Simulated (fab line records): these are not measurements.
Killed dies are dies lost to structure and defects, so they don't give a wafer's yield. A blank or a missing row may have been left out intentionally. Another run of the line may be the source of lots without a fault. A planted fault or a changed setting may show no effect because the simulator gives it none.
Which of the tools did it? ; flow n5_finfet ; 23 lots with 69 wafers sampled at 3 steps, on a route of 1938 steps

== WHAT EACH GAUGE READ, for each wafer ==
N5_WELL_APT_INSPECT_38: inspects for defects (darkfield). Usual: raw_defect_count 13, standard deviation 5.3.
lot;measured;on;raw_defect_count;flag
L074;day 1 16:51;defect_inspect-02;9 13 14;
L075;day 1 22:46;defect_inspect-01;21 14 12;
L076;day 2 05:07;defect_inspect-01;12 6 11;
L077;day 2 10:52;defect_inspect-02;25 22 29;
L078;day 2 16:44;defect_inspect-02;10 13 7;
L080;day 3 05:07;defect_inspect-01;15 8 9;
L081;day 3 10:41;defect_inspect-01;6 11 10;
L082;day 3 17:04;defect_inspect-01;18 14 8;
L083;day 3 23:01;defect_inspect-02;6 8 9;
L084;day 4 05:05;defect_inspect-01;6 19 12;
L085;day 4 10:35;defect_inspect-01;16 4 9;
L086;day 4 16:49;defect_inspect-01;10 20 17;
L087;day 4 23:38;defect_inspect-01;4 8 8;
L088;day 5 05:08;defect_inspect-02;7 22 14;
L089;day 5 10:47;defect_inspect-01;7 12 13;
L090;day 5 16:52;defect_inspect-01;13 9 11;
L091;day 5 22:49;defect_inspect-02;10 6 12;
L092;day 6 05:25;defect_inspect-01;12 17 21;
L093;day 6 11:43;defect_inspect-02;11 16 10;
L094;day 6 16:53;defect_inspect-02;13 13 14;
L095;day 6 22:55;defect_inspect-02;22 23 28;
L096;day 7 04:47;defect_inspect-01;13 9 9;
L097;day 7 10:40;defect_inspect-01;2 15 8;

N5_PMOS_HMC_CHANNEL_EPI_INSPECT_11: inspects for defects (macro). Usual: raw_defect_count 2.1, standard deviation 1.4.
lot;measured;on;raw_defect_count;flag
L074;day 1 17:22;defect_inspect-02;4 1 1;
L075;day 1 23:16;defect_inspect-02;1 0 1;
L076;day 2 05:37;defect_inspect-02;0 4 0;
L077;day 2 11:22;defect_inspect-02;2 2 0;
L078;day 2 17:07;defect_inspect-01;1 0 1;
L080;day 3 05:29;defect_inspect-01;1 2 1;
L081;day 3 11:04;defect_inspect-01;2 0 3;
L082;day 3 17:34;defect_inspect-01;4 1 1;
L083;day 3 23:23;defect_inspect-01;2 3 3;
L084;day 4 05:35;defect_inspect-01;1 1 3;
L085;day 4 10:58;defect_inspect-01;1 4 2;
L086;day 4 17:11;defect_inspect-02;3 1 2;
L087;day 5 00:08;defect_inspect-01;2 2 2;
L088;day 5 05:38;defect_inspect-02;0 2 4;
L089;day 5 11:17;defect_inspect-02;3 3 3;
L090;day 5 17:22;defect_inspect-02;1 3 5;
L091;day 5 23:11;defect_inspect-01;3 2 5;
L092;day 6 05:55;defect_inspect-02;5 0 2;
L093;day 6 12:06;defect_inspect-02;1 0 4;
L094;day 6 17:23;defect_inspect-02;3 1 1;
L095;day 6 23:17;defect_inspect-01;3 1 2;
L096;day 7 05:09;defect_inspect-01;2 2 4;
L097;day 7 11:10;defect_inspect-01;2 4 5;

== WHICH TOOL RAN EACH LOT (tool, then ch and the chambers of the sampled wafers, then the start) ==
lot;N5_ZERO_LAYER_STRIP_24
L074;plasma_asher-01 ch 0,1, day 1 13:05
L075;plasma_asher-02 ch 0,1, day 1 19:02
L076;plasma_asher-02 ch 0,1, day 2 01:16
L077;plasma_asher-02 ch 0,1, day 2 07:02
L078;plasma_asher-01 ch 0,1, day 2 13:02
L080;plasma_asher-02 ch 0,1, day 3 01:17
L081;plasma_asher-02 ch 0,1, day 3 07:01
L082;plasma_asher-02 ch 0,1, day 3 13:12
L083;plasma_asher-02 ch 0,1, day 3 19:02
L084;plasma_asher-02 ch 0,1, day 4 01:32
L085;plasma_asher-02 ch 0,1, day 4 06:53
L086;plasma_asher-02 ch 0,1, day 4 13:02
L087;plasma_asher-01 ch 0,1, day 4 19:16
L088;plasma_asher-01 ch 0,1, day 5 01:01
L089;plasma_asher-02 ch 0,1, day 5 07:01
L090;plasma_asher-01 ch 0,1, day 5 12:53
L091;plasma_asher-01 ch 0,1, day 5 19:07
L092;plasma_asher-02 ch 0,1, day 6 01:11
L093;plasma_asher-01 ch 0,1, day 6 06:55
L094;plasma_asher-02 ch 0,1, day 6 13:08
L095;plasma_asher-02 ch 0,1, day 6 18:56
L096;plasma_asher-02 ch 0,1, day 7 01:01
L097;plasma_asher-02 ch 0,1, day 7 06:54
- N5_ZERO_LAYER_STRIP_24: strips in O2.

== WHAT THE TOOLS THEMSELVES READ (means of the sampled wafers that have a number; where no wafer has one, the mark that the record gives instead) ==
N5_ZERO_LAYER_STRIP_24. Usual: drypump_motor_current_A 5.6 A, standard deviation 0.59; heater_power_w 348 W, standard deviation 29; oes_product_au 0.647 a.u., standard deviation 0.0044; strip_time_to_endpoint_s 43.83 s, standard deviation 0.096; temp_c 249.99 C, standard deviation 0.19.
lot;tool;drypump_motor_current_A (A);heater_power_w (W);oes_product_au (a.u.);strip_time_to_endpoint_s (s);temp_c (C);flag
L074;plasma_asher-01;6.4;323;0.650;43.91;250.12;
L075;plasma_asher-02;5.2;366;0.651;43.88;249.99;
L076;plasma_asher-02;5.2;368;0.645;43.74;250.10;
L077;plasma_asher-02;5.5;348;0.650;43.95;249.88;
L078;plasma_asher-01;6.3;328;0.646;43.93;249.96;
L080;plasma_asher-02;5.5;346;0.650;43.83;249.90;
L081;plasma_asher-02;5.4;349;0.651;43.87;249.74;
L082;plasma_asher-02;5.2;367;0.650;43.68;250.28;
L083;plasma_asher-02;5.2;368;0.645;43.70;249.95;
L084;plasma_asher-02;5.2;363;0.646;43.84;250.12;
L085;plasma_asher-02;5.2;367;0.649;43.84;250.11;
L086;plasma_asher-02;5.5;346;0.643;43.82;250.10;
L087;plasma_asher-01;6.3;326;0.643;43.92;250.18;
L088;plasma_asher-01;6.3;327;0.646;43.89;249.95;
L089;plasma_asher-02;5.4;342;0.646;43.96;249.92;
L090;plasma_asher-01;6.4;326;0.647;43.80;249.71;
L091;plasma_asher-01;6.4;332;0.650;43.70;249.79;
L092;plasma_asher-02;5.2;365;0.648;43.85;249.92;
L093;plasma_asher-01;6.4;332;0.651;43.81;249.88;
L094;plasma_asher-02;5.5;345;0.644;43.82;250.16;
L095;plasma_asher-02;5.5;343;0.647;43.73;250.10;
L096;plasma_asher-02;5.2;370;0.646;43.87;250.02;
L097;plasma_asher-02;5.2;363;0.648;43.85;249.87;

== THE ANSWER, worked out from the rows above alone ==
Rule: a lot counts as off when the mean over its wafers that have a number is more than 3 standard deviations away from the usual mean. Also off: a lot with no number at a reading for which 4 or more lots have one. The other lots that the step has rows for count as sound. First the gauges in route order, then the tools' own readings, where a lot's mean is used as printed above. The first step at which some lot is off is used, and at that step the reading that is off furthest; a lot without a number counts as furthest.
Nothing can be told from this: no lot is off at any reading shown.

== WHAT THE SIMULATOR HAD INSERTED ==
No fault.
